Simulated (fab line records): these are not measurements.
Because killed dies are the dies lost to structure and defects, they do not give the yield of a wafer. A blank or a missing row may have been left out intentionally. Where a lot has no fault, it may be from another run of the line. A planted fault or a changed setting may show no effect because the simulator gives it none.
Split-lot trial -- flow n5_finfet -- 21 wafers read across 7 lots, on a route 1938 steps long

## ON THE SPLIT
At N5_BEOL_M2_COAT_68 (time 60 s, resist thk 12 nm), the setting spin_rpm was moved away from the recipe's 1500 rpm on 8 of the 21 wafers read, by -9.1% to +10.9%. For the rest of the wafers, this setting stayed at what the recipe calls for.

## FROM THE SPLIT TO THE READING: what the file shows between them, 4 steps
- N5_BEOL_M2_COAT_76: time 60 s, resist thk 5 nm
- N5_BEOL_M2_COAT_22: resist thk 30 nm
- N5_BEOL_M2_DESCUM_33: chemistry O2, time 7 s
- N5_BEOL_M2_ETCH_77: etches underlayer in N2/H2, target depth 6.5 nm, time 5.2 s

## THE READING
CAR-EUV_of_BEOL_M2_COAT_22.thk_nm (the simulator's own value, which no gauge read), in nm, at N5_BEOL_M2_ETCH_69 (etches SiARC in CF4, target depth 15.6 nm, time 26 s). The file gives no usual value for it. The 13 wafers here that ran the recipe average 11.2 nm, standard deviation 0.095 nm.

wafer,"tool, chamber at the split","spin_rpm as run, rpm",against the recipe,"CAR-EUV_of_BEOL_M2_COAT_22.thk_nm, nm",against lot-mates on the recipe
L074.3,"litho_track-01, 0",1500,recipe,11.2,-
L074.4,"litho_track-01, 0",1500,recipe,11.2,-
L074.6,"litho_track-01, 0",1500,recipe,11.2,-
L078.1,"litho_track-05, 0",1500,recipe,11,-
L078.2,"litho_track-05, 0",1627,+8.5%,11.4,+0.4
L078.4,"litho_track-05, 0",1627,+8.5%,11.6,+0.6
L083.4,"litho_track-01, 0",1500,recipe,11.2,-
L083.5,"litho_track-01, 0",1500,recipe,11.2,-
L083.6,"litho_track-01, 0",1500,recipe,11.2,-
L087.2,"litho_track-04, 0",1500,recipe,11.2,-
L087.3,"litho_track-04, 0",1500,recipe,11.2,-
L087.6,"litho_track-04, 0",1500,recipe,11.2,-
L089.2,"litho_track-01, 0",1500,recipe,11.4,-
L089.3,"litho_track-01, 0",1364,-9.1%,10.8,-0.6
L089.4,"litho_track-01, 0",1364,-9.1%,10.8,-0.6
L091.2,"litho_track-04, 0",1500,recipe,11.2,-
L091.3,"litho_track-04, 0",1664,+10.9%,11.4,+0.2
L091.4,"litho_track-04, 0",1664,+10.9%,11.4,+0.2
L096.1,"litho_track-01, 0",1612,+7.5%,11.4,+0.4
L096.4,"litho_track-01, 0",1612,+7.5%,11.4,+0.4
L096.6,"litho_track-01, 0",1500,recipe,11,-

THE FIT
A straight line over all 21 wafers: CAR-EUV_of_BEOL_M2_COAT_22.thk_nm changes by +0.0318 nm for each +1% of spin_rpm; r = +0.87; the points scatter about the line by 0.099 nm.
The same after taking each lot's own level away (the mean of its wafers on the recipe; 21 wafers): +0.0468 nm for each +1%; r = +0.91; scatter 0.12 nm.
According to that fit, moving spin_rpm by its largest amount changes the reading by 0.51 nm.
Across the lots, their own levels run from 11.00 to 11.40 nm, a range of 4.2 times the standard deviation given above.
Hence the slope depends on the lot-to-lot level, as the two fits are not the same.
Check: with one of the wafers moved furthest among these (+10.9%) left out of the fit, the line predicts +0.546 nm for it against its lot-mates. Against them it came out at +0.2 nm.

## THESE WAFERS: OTHER SPLITS
These wafers also went through other splits before the reading. Each is held against what the fit with the lots' levels taken away leaves over:
other split on the same wafers,wafers away from the commonest value,r with CAR-EUV_of_BEOL_M2_COAT_22.thk_nm (lot level and that fit taken away)
N5_BEOL_M2_COAT_67 spin_rpm,3,+0.27

## THE WHOLE CHAIN: every reading that the file lists as answering this split, in the file's order
step,what it does,reading,change (the file's fit),r (the file's)
N5_BEOL_M2_COAT_68,"time 60 s, resist thk 12 nm","SiARC_of_BEOL_M2_COAT_68.thk_nm (the simulator's own value, which no gauge read)",-0.0558 nm for each +1% of the setting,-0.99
N5_BEOL_M2_ETCH_69,"etches SiARC in CF4, target depth 15.6 nm, time 26 s","etch.depth_nm (the simulator's own value, which no gauge read)",-0.0567 nm for each +1% of the setting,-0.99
N5_BEOL_M2_ETCH_69,"etches SiARC in CF4, target depth 15.6 nm, time 26 s","CAR-EUV_of_BEOL_M2_COAT_22.thk_nm (the simulator's own value, which no gauge read)",+0.0451 nm for each +1% of the setting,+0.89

## FILE'S OWN FIT
CAR-EUV_of_BEOL_M2_COAT_22.thk_nm changes by +0.0451 nm for each +1% of spin_rpm, r = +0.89.
